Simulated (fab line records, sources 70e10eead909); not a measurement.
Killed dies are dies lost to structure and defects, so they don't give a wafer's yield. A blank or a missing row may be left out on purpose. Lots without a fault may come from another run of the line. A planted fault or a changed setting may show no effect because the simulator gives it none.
Which tool did it? | flow nand_harc | 11 lots, 33 wafers sampled, at 2 steps of a route of 1159

WHAT THE GAUGES READ, wafer by wafer
NHARC_P_ZERO_WELL_CD_MEAS_24: target cd 720 nm.
lot  | measured    | on        | cd_nm (nm)
L514 | day 1 14:35 | cd_sem-03 | 720.0 718.8 722.7
L515 | day 1 20:23 | cd_sem-01 | 721.1 722.4 720.6
L516 | day 2 03:17 | cd_sem-03 | 672.1 675.1 674.8
L525 | day 4 08:31 | cd_sem-02 | 721.0 721.3 720.0
L526 | day 4 14:36 | cd_sem-01 | 720.4 722.2 724.1
L527 | day 4 20:34 | cd_sem-03 | 720.3 717.5 719.1
L528 | day 5 02:44 | cd_sem-03 | 720.2 717.6 720.8
L534 | day 6 14:20 | cd_sem-02 | 721.4 720.3 719.9
L535 | day 6 20:28 | cd_sem-03 | 722.9 722.9 720.6
L536 | day 7 02:38 | cd_sem-01 | 718.4 719.7 720.8
L537 | day 7 08:27 | cd_sem-01 | 721.2 719.4 720.5

WHICH TOOL RAN EACH LOT (tool, then ch and the chambers of the sampled wafers, then the start)
lot  | NHARC_P_ZERO_WELL_EXPOSE_21
L514 | krf_scanner-03 ch 0, day 1 14:26
L515 | krf_scanner-03 ch 0, day 1 20:13
L516 | krf_scanner-02 ch 0, day 2 03:07
L525 | krf_scanner-03 ch 0, day 4 08:23
L526 | krf_scanner-02 ch 0, day 4 14:28
L527 | krf_scanner-02 ch 0, day 4 20:24
L528 | krf_scanner-03 ch 0, day 5 02:34
L534 | krf_scanner-03 ch 0, day 6 14:11
L535 | krf_scanner-04 ch 0, day 6 20:19
L536 | krf_scanner-02 ch 0, day 7 02:28
L537 | krf_scanner-03 ch 0, day 7 08:18
- NHARC_P_ZERO_WELL_EXPOSE_21: exposes mask P NWELL, target cd 720 nm.

THE ANSWER, worked out from the rows above alone
Rule: what is usual is taken from the lots themselves. Put in order of their means at a reading, lots are off if they are a third of the lots or fewer, leave a main group of 4 or more, and stand apart from it by a gap of 3 or more times the standard deviation of the main group's means; of several such gaps the widest counts. A main group whose means are all the same, to the digits that the tables above print for the reading, isn't used. A lot without any number at a reading at which 4 lots or more have one is off too. The other lots that the step has rows for count as sound.
Off: L516, at NHARC_P_ZERO_WELL_CD_MEAS_24 (cd_nm). The main group: mean 720.6 nm, standard deviation 1.
A tool fits if, at a process step before that reading, it ran every lot that is off, and no sound lot after the first of them. The gauges at NHARC_P_ZERO_WELL_CD_MEAS_24 are tried like those tools. None of those tried fits.

WHAT THE SIMULATOR HAD PUT IN
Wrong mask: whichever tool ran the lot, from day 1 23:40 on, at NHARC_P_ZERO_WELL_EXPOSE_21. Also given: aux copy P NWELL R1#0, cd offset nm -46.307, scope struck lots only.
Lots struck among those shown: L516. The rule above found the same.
